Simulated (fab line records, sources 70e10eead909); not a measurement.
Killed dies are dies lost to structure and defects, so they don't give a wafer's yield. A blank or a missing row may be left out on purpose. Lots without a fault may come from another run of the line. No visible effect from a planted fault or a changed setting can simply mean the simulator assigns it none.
Which tool did it?	flow nand harc	7 lots with 21 wafers sampled at 3 steps, on a route of 1302 steps

WHAT THE GAUGES READ, wafer by wafer
NHARC_THIN_TSV_CD_MEAS_33: target cd 5000 nm.
lot	measured	on	cd nm (nm)
L349	day 24 09:25	cd sem-03	5003.1 4999.9 5001.4
L351	day 24 23:39	cd sem-01	5000.3 4996.7 4999.8
L354	day 26 09:49	cd sem-03	5005.1 4999.8 5001.2
L357	day 27 15:56	cd sem-03	5002.7 4998.7 5000.0
L359	day 28 18:45	cd sem-03	4999.6 4997.4 4999.7
L362	day 29 08:38	cd sem-02	4997.7 4996.8 4996.8
L370	day 32 20:38	cd sem-01	5000.5 5000.3 4998.6

TOOL THAT RAN EACH LOT (tool first, then ch and the chambers of the sampled wafers, then the start)
lot	NHARC_A_CHANNEL_FILL_D1_PRECLEAN_21	NHARC_THIN_TSV_PVD_51
L349	wet bench-02 ch 0,4,5, day 10 11:12	pvd sputter-02, day 24 09:25 or earlier
L351	wet bench-02 ch 0,2,5, day 11 01:32	pvd sputter-02, day 24 23:39 or earlier
L354	wet bench-05 ch 0,6,7, day 12 06:16	pvd sputter-01, day 26 09:49 or earlier
L357	wet bench-07 ch 0,6,7, day 13 10:00	pvd sputter-02, day 27 12:52
L359	wet bench-05 ch 1,2,7, day 14 13:46	pvd sputter-01, day 28 18:45 or earlier
L362	wet bench-07 ch 0,3,5, day 15 18:17	pvd sputter-01, day 29 08:38 or earlier
L370	wet bench-07 ch 5,6,7, day 18 21:58	pvd sputter-02, day 32 20:38 or earlier
- NHARC_A_CHANNEL_FILL_D1_PRECLEAN_21: cleans in dHF, time 30 s.
- NHARC_THIN_TSV_PVD_51: deposits Cu, target thk 100 nm.

THE ANSWER, worked out from the rows above alone
Rule: what is usual is taken from the lots themselves. Put in order of their means at a reading, lots are off if they are a third of the lots or fewer, leave a main group of 4 or more, and stand apart from it by a gap of 3 or more times the standard deviation of the main group's means; of several such gaps the widest counts. A main group whose means are all the same, to the digits that the tables above print for the reading, isn't used. Also off: a lot with no number at a reading for which 4 or more lots have one. Any other lot the step has rows for is counted as sound.
No lot is off at any reading shown: from this, nothing can be told.

WHAT THE SIMULATOR PUT IN
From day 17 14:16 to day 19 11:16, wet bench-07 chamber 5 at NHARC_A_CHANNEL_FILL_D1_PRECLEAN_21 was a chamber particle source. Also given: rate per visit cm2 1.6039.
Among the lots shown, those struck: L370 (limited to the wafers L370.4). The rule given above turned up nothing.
